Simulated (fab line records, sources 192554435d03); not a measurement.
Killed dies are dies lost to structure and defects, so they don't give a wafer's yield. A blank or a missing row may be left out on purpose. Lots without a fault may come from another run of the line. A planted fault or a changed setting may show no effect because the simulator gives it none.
Tool commonality check | flow n5_finfet | 8 lots, 24 wafers sampled

WHY IT WAS OPENED
At N5_FIN_SAQP_INSPECT_40 the reading raw_defect_count is flagged on 2 of 8 lots. Wafers without a fault read 219, standard deviation 60.
Rule: a lot is flagged when every wafer of it that has a number lies more than 4 standard deviations from that mean, or none has a number. The other lots count as sound.

lot  | measured    | on                | raw_defect_count, wafer by wafer | flag
L331 | day 2 14:09 | defect_inspect-02 | 212 158 169                      |
L332 | day 2 22:02 | defect_inspect-02 | 160 212 228                      |
L336 | day 3 20:28 | defect_inspect-01 | 194 222 254                      |
L340 | day 4 22:38 | defect_inspect-01 | 194 188 245                      |
L341 | day 5 06:08 | defect_inspect-02 | 710 794 840                      | FLAGGED
L342 | day 5 10:50 | defect_inspect-01 | 194 241 168                      |
L347 | day 6 15:00 | defect_inspect-02 | 791 844 768                      | FLAGGED
L350 | day 7 08:02 | defect_inspect-02 | 180 217 280                      |
The numbers of the flagged lots are 791 on average: +572 against the usual, or +10 standard deviations.

WHICH TOOL RAN EACH LOT
The record holds 3 process steps before the reading, out of a route of 1938 steps. In each cell: the tool, then ch and the chambers that the sampled wafers went through, then the start.
lot  | flag    | N5_FIN_SAQP_ETCH_67               | N5_FIN_SAQP_RECESS_71             | N5_FIN_SAQP_SPACER2_ALD_28
L331 |         | rie_diel-04 ch 0,1,2, day 2 12:48 | vapor_etch-02 ch 0,1, day 2 12:56 | ald_sin-02 ch 0,1, day 2 13:02
L332 |         | rie_diel-04 ch 0,1, day 2 20:35   | vapor_etch-02 ch 0,1, day 2 20:41 | ald_sin-02 ch 0,1,3, day 2 20:50
L336 |         | rie_diel-02 ch 0,1,2, day 3 18:47 | vapor_etch-02 ch 0,1, day 3 18:53 | ald_sin-01 ch 0,1,3, day 3 19:11
L340 |         | rie_diel-02 ch 0,1,2, day 4 19:41 | vapor_etch-01 ch 0,1, day 4 19:47 | ald_sin-02 ch 0,2,3, day 4 21:32
L341 | FLAGGED | rie_diel-02 ch 2,3, day 5 03:58   | vapor_etch-02 ch 0,1, day 5 04:07 | ald_sin-01 ch 0,1, day 5 04:56
L342 |         | rie_diel-04 ch 0,2,3, day 5 08:54 | vapor_etch-02 ch 0,1, day 5 09:00 | ald_sin-02 ch 0,2,3, day 5 09:39
L347 | FLAGGED | rie_diel-02 ch 1,3, day 6 13:35   | vapor_etch-01 ch 0,1, day 6 13:41 | ald_sin-01 ch 0,2, day 6 13:49
L350 |         | rie_diel-05 ch 2,3, day 7 06:37   | vapor_etch-01 ch 0,1, day 7 06:46 | ald_sin-01 ch 0,1,3, day 7 06:52
What these steps do:
- N5_FIN_SAQP_ETCH_67: etches SiNx in CH3F/O2, target depth 30 nm.
- N5_FIN_SAQP_RECESS_71: chemistry HF/NH3, target SiO2, target depth 3 nm, afs cycles 1, sublimation time 60 s.
- N5_FIN_SAQP_SPACER2_ALD_28: deposits SiO2, target thk 8.1 nm, pulse time 1 s, purge time 2 s.
- N5_FIN_SAQP_INSPECT_40: inspects for defects (brightfield).

FLAGGED OVER TOTAL, TOOL BY TOOL (the gauges that took the reading come last)
step                       | tool              | lots run | flagged | share of the flagged lots | sound lots run after its first flagged lot
N5_FIN_SAQP_ETCH_67        | rie_diel-02       | 4        | 2       | all                       | 0
N5_FIN_SAQP_ETCH_67        | rie_diel-04       | 3        | 0       | none                      | -
N5_FIN_SAQP_ETCH_67        | rie_diel-05       | 1        | 0       | none                      | -
N5_FIN_SAQP_RECESS_71      | vapor_etch-01     | 3        | 1       | some                      | 1 (L350)
N5_FIN_SAQP_RECESS_71      | vapor_etch-02     | 5        | 1       | some                      | 1 (L342)
N5_FIN_SAQP_SPACER2_ALD_28 | ald_sin-01        | 4        | 2       | all                       | 1 (L350)
N5_FIN_SAQP_SPACER2_ALD_28 | ald_sin-02        | 4        | 0       | none                      | -
N5_FIN_SAQP_INSPECT_40     | defect_inspect-01 | 3        | 0       | none                      | -
N5_FIN_SAQP_INSPECT_40     | defect_inspect-02 | 5        | 2       | all                       | 1 (L350)

WHAT THE TABLE ALLOWS
3 rows of the table ran every flagged lot: rie_diel-02 at N5_FIN_SAQP_ETCH_67, ald_sin-01 at N5_FIN_SAQP_SPACER2_ALD_28, defect_inspect-02 at N5_FIN_SAQP_INSPECT_40.
- rie_diel-02 at N5_FIN_SAQP_ETCH_67: 2 of its 4 lots flagged. Its last sound lot is L340 (day 4 19:41), its first flagged lot L341 (day 5 03:58): a fault that began between those two fits.
- ald_sin-01 at N5_FIN_SAQP_SPACER2_ALD_28: 2 of its 4 lots flagged. Sound lots ran on it after the first flagged one (L350), which a lasting fault on the whole tool wouldn't allow.
- defect_inspect-02 at N5_FIN_SAQP_INSPECT_40: 2 of its 5 lots flagged. Sound lots ran on it after the first flagged one (L350), which a lasting fault on the whole tool wouldn't allow.
One tool is left: rie_diel-02 at N5_FIN_SAQP_ETCH_67.

WHAT THE SIMULATOR HAD PUT IN
Chamber particle source: rie_diel-02, from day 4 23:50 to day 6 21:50, at N5_FIN_SAQP_ETCH_67. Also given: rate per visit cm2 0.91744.
Lots struck among those shown: L341, L347. The rule above found the same.
